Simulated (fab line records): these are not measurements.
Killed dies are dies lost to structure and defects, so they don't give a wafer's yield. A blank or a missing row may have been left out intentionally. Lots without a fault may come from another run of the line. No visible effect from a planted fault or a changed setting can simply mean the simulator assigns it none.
A struck lot beside a sound one | flow nand harc | 25 out of 1159 route steps
Sound: the wafers L179.1, L179.2, L179.6. Struck: wafers L187.1, L187.3, L187.4. The cause is given at the end.
Per side, at each step with rows, come the tool, then ch with its chambers, and then its first start. Under that, the readings that differ: sound wafers | struck wafers | difference of the means | sigmas: that difference in standard deviations of wafers without a fault.
alike: readings with means less than 2 such deviations apart, plus words and numbers identical on both sides. not compared: withheld readings, readings lacking a value on some wafer, bounds such as >300 that could conceal the same value, and numbers that have no deviation in the record and whose values overlap.
The two part at a step that has a row with sigmas, a row that says differs or no value, or rows on one side only. Numbers that don't overlap but have no deviation are shown without sigmas and don't part them. A reading that every wafer of one side lacks parts them only if that side has two wafers or more.

first, 1 step without rows for these wafers: NHARC_P_CONTACT_DEP_30 (deposits SiNx, target thk 30 nm).
NHARC_P_CONTACT_DEP_00: deposits SiO2, target thk 500 nm.
  sound: pecvd-03 ch 1,2; struck: pecvd-01 ch 0,1
  alike: heater power w, mfc precursor sccm, throttle valve pct
NHARC_P_CONTACT_CMP_01: polishes SiO2, target thk 200 nm.
  sound on cmp-04 ch 0,1,3, day 6 19:54; struck on cmp-02 ch 0,1,3, day 8 16:38
  alike: edge zone pressure frac, motor current A
then, 8 steps without rows for these wafers: NHARC_P_CONTACT_SRD_03; NHARC_P_CONTACT_DEHYDRATE_04 (time 120 s); NHARC_P_CONTACT_HMDS_05 (time 30 s); NHARC_P_CONTACT_COAT_33 (time 75 s); NHARC_P_CONTACT_COAT_34 (time 65 s); NHARC_P_CONTACT_COAT_06 (resist thk 90 nm); NHARC_P_CONTACT_SOFTBAKE_07 (time 55 s); NHARC_P_CONTACT_EBR_08.
NHARC_P_CONTACT_EXPOSE_09: exposes mask P CA, target cd 90 nm.
  sound on arfi scanner-01 ch 0, day 6 20:35; struck on arfi scanner-03 ch 0, day 8 17:19
  reading | sound                | struck                        | difference | sigmas
  mask    | P_CA#0 P_CA#0 P_CA#0 | P_CA_R1#0 P_CA_R1#0 P_CA_R1#0 | differs    |
  alike: focus offset nm
then, 2 steps without rows for these wafers: NHARC_P_CONTACT_PEB_10 (peb time 65 s); NHARC_P_CONTACT_DEVELOP_11 (develop time 35 s).
NHARC_P_CONTACT_CD_MEAS_12: target cd 90 nm.
  sound on cd sem-01 ch 0, day 6 20:43; struck on cd sem-02 ch 0, day 8 17:28
  reading    | sound          | struck         | difference | sigmas
  cd nm (nm) | 90.0 89.0 89.2 | 93.8 93.0 93.5 | +4.0       | +7
NHARC_P_CONTACT_OVL_MEAS_13:
  sound: overlay-01 at day 6 20:49; struck: overlay-01 at day 8 17:33
  reading           | sound       | struck         | difference | sigmas
  overlay x nm (nm) | 2.2 1.4 2.1 | -0.5 -0.3 0.0  | -2.2       | -2
  overlay y nm (nm) | 2.6 2.6 2.3 | -0.9 -0.1 -0.6 | -3.0       | -4
NHARC_P_CONTACT_INSPECT_14:
  sound: defect inspect-02 at day 6 20:51; struck: defect inspect-01 at day 8 17:35
  alike: raw defect count
NHARC_P_CONTACT_DESCUM_17: chemistry O2, time 3 s.
  sound on rie diel-02 ch 0,1,3, day 6 20:55; struck on rie diel-12 ch 0,1,2, day 8 17:38
  reading                    | sound             | struck         | difference | sigmas
  model.P_CONTACT.cd nm (nm) | 89.74 88.65 89.96 | 94 92.73 93.32 | +4         |
  alike: drypump motor current A, mfc ar sccm, oes product au, rf vpp V, showerhead plenum p Torr, throttle valve pct
  not compared: rf hours counter h
NHARC_P_CONTACT_ETCH_35: etches the open film in CF4, target depth 39 nm, time 65 s.
  sound on rie diel-02 ch 0,1,3, day 6 21:01; struck on rie diel-12 ch 0,1, day 8 17:45
  alike: cf4 flow sccm, drypump motor current A, mfc ar sccm, oes product au, rf vpp V, showerhead plenum p Torr, throttle valve pct
  not compared: rf hours counter h
NHARC_P_CONTACT_ETCH_36: etches the open film in N2/H2, target depth 260 nm, time 406.25 s.
  sound: rie diel-02 ch 0,2,3; struck: rie diel-12 ch 1,2
  alike: drypump motor current A, mfc ar sccm, oes product au, rf vpp V, showerhead plenum p Torr, throttle valve pct
  not compared: rf hours counter h
NHARC_P_CONTACT_ETCH_18: etches the open film in C4F8/O2/Ar, target depth 481 nm, time 240.5 s.
  sound: rie diel-02 ch 1,3; struck: rie diel-12 ch 0,1,2
  alike: oes product au, rf vpp V
  not compared: rf hours counter h
then, 1 step without rows for these wafers: NHARC_P_CONTACT_STRIP_37 (strips in C4F8/O2/Ar).
NHARC_P_CONTACT_ETCH_31: etches the open film in CH3F/O2, target depth 30 nm, time 85.7 s.
  sound: rie diel-02 ch 0,1,3; struck: rie diel-12 ch 0,1
  reading                    | sound             | struck            | difference | sigmas
  model.P_CONTACT.cd nm (nm) | 87.24 89.05 90.28 | 94.06 91.58 94.06 | +4.38      |
  alike: drypump motor current A, mfc ar sccm, oes product au, rf vpp V, showerhead plenum p Torr, throttle valve pct
  not compared: rf hours counter h
NHARC_P_CONTACT_CD_MEAS_19:
  sound: cd sem-02 at day 6 21:47; struck: cd sem-01 at day 8 18:40
  reading    | sound          | struck         | difference | sigmas
  cd nm (nm) | 87.1 89.2 90.5 | 94.1 91.4 94.1 | +4.3       | +3
-- record jumps: 13 days between struck wafers' starts before vs after; left off in module P_CONTACT, resumes in module END, first step shown is number 1159 of the route --
NHARC_END_SORT_01:
  sound on prober-02 ch 0, day 20 09:10; struck on prober-01 ch 0, day 22 06:04
  reading             | sound | struck | difference | sigmas
  killed at periphery | 4 9 6 | 1 3 2  | -4         | -2
  alike: killed at array, killed at other, killed dies, killed open, killed short

## WHERE THEY PART
Last at NHARC_END_SORT_01 as far as this record goes, first at NHARC_P_CONTACT_EXPOSE_09.

WHY: the cause the simulator had injected
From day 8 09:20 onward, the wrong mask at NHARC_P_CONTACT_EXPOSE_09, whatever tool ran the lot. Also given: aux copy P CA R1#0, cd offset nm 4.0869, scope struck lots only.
